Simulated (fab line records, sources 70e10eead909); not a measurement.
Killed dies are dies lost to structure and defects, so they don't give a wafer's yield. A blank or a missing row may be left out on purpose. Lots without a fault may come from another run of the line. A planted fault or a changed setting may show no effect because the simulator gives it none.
Problem report in the 8D (eight disciplines) form, filled by code | flow nand_harc | the parts of the form that need people (team, actions taken, sign-off) are left out

1. THE PROBLEM
thk_nm at NHARC_A_ONON_D2_THK_MEAS_11 reads a mean of 678 nm on 2 wafers of 2 lots; wafers without a fault read 1002 nm with a standard deviation of 10. That is -32 standard deviations from the usual mean.
The step: measures by ellipsometry.
First seen on wafer L306.5, day 14 18:02, on film_metro-01. The record holds 35 wafers of 12 lots with a number at this step. Rule for "out", or "out of limits": more than 4 standard deviations from the usual mean. The other wafers with a number count as sound.

2. WHAT IT IS AND WHAT IT IS NOT
question                    | is                | is not
which readings at this step | thk_nm            | -
which lots                  | L306, L309        | L301, L303, L304, L315, L316, L317, L318, L320, L323, L324
which wafers of those lots  | L306.5, L309.5    | L306.2, L306.3, L309.2
read on which gauges        | film_metro-01     | film_metro-02
when                        | from day 14 18:02 | up to then (11 sound wafers); but 22 sound wafers of L309, L315, L316, L317, L318, L320, L323, L324 came after

3. SUSPECTS, AND WHAT RULES EACH OUT
Counting: a tool at a process step up to the reading stays a suspect if it ran every lot that is out. Sound lots after the first of them don't rule it out here, since some wafers of a struck lot are sound.
- the gauge at NHARC_A_ONON_D2_THK_MEAS_11: ruled out. All the wafers that are out were read on film_metro-01, but those of them that NHARC_END_SORT_01 has rows for are out there too, on other tools.
- rie_diel-09 at NHARC_A_CHANNEL_FILL_D1_ETCHBACK_08 (etches the open film in C4F8, target depth 220 nm, time 110 s): kept. It ran every lot that is out, first L306 (day 13 03:03). NHARC_A_CHANNEL_FILL_D1_ETCHBACK_08 gives no start for some lots, so the hours and the order of its lots are those of NHARC_A_CHANNEL_FILL_D1_INSPECT_13.
- rie_diel-09 at NHARC_A_CHANNEL_FILL_D1_STRIP_29 (strips in O2, time 20 s): kept. It ran every lot that is out, first L306 (day 13 03:03). NHARC_A_CHANNEL_FILL_D1_STRIP_29 gives no start for some lots, so the hours and the order of its lots are those of NHARC_A_CHANNEL_FILL_D1_INSPECT_13.
- pecvd_onon-01 at NHARC_A_ONON_D2_DEP_09 (target thk 1000 nm): kept. It ran every lot that is out, first L306 (day 14 17:36); its last sound lot up to then is L303 (day 13 08:11).
Left after counting: rie_diel-09 at NHARC_A_CHANNEL_FILL_D1_ETCHBACK_08, rie_diel-09 at NHARC_A_CHANNEL_FILL_D1_STRIP_29, pecvd_onon-01 at NHARC_A_ONON_D2_DEP_09.

4. THE CAUSE (what the simulator had put in)
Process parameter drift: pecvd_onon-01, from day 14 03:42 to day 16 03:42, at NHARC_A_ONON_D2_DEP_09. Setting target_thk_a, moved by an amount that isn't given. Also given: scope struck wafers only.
Counting left 3 suspects, and this tool is among them.

5. THE CHAIN OF EFFECTS, in route order
Each row: a reading whose mean over the struck wafers that have a number lies more than 3 standard deviations from the usual. Only readings for which the record gives a usual standard deviation are gone through. hours: the time from each lot's start at the first step in this table that gives one to its start at this step, as a median over the lots. sigmas: the change in usual standard deviations.
hours | step                        | reading         | usual   | on struck wafers | change | sigmas
0     | NHARC_A_ONON_D2_THK_MEAS_11 | thk_nm          | 1002 nm | 678              | -324   | -32
291   | NHARC_END_SORT_01           | killed_at_array | 49      | 672              | +624   | +33
291   | NHARC_END_SORT_01           | killed_dies     | 54      | 677              | +623   | +33

6. WHAT WOULD HAVE CAUGHT IT SOONER
In this record the first reading out of limits at a measuring or inspecting step was taken at day 14 18:02, 14 hours after the fault began at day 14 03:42.
Of the tool readings at NHARC_A_ONON_D2_DEP_09 for which the record gives a usual standard deviation, none was out on any struck wafer, so an alarm limit of 4 standard deviations on them would not have fired.
Of the lots that are out (2), L309 began NHARC_A_ONON_D2_DEP_09 on pecvd_onon-01 after day 14 18:02. A hold on the tool at that time would have spared it.
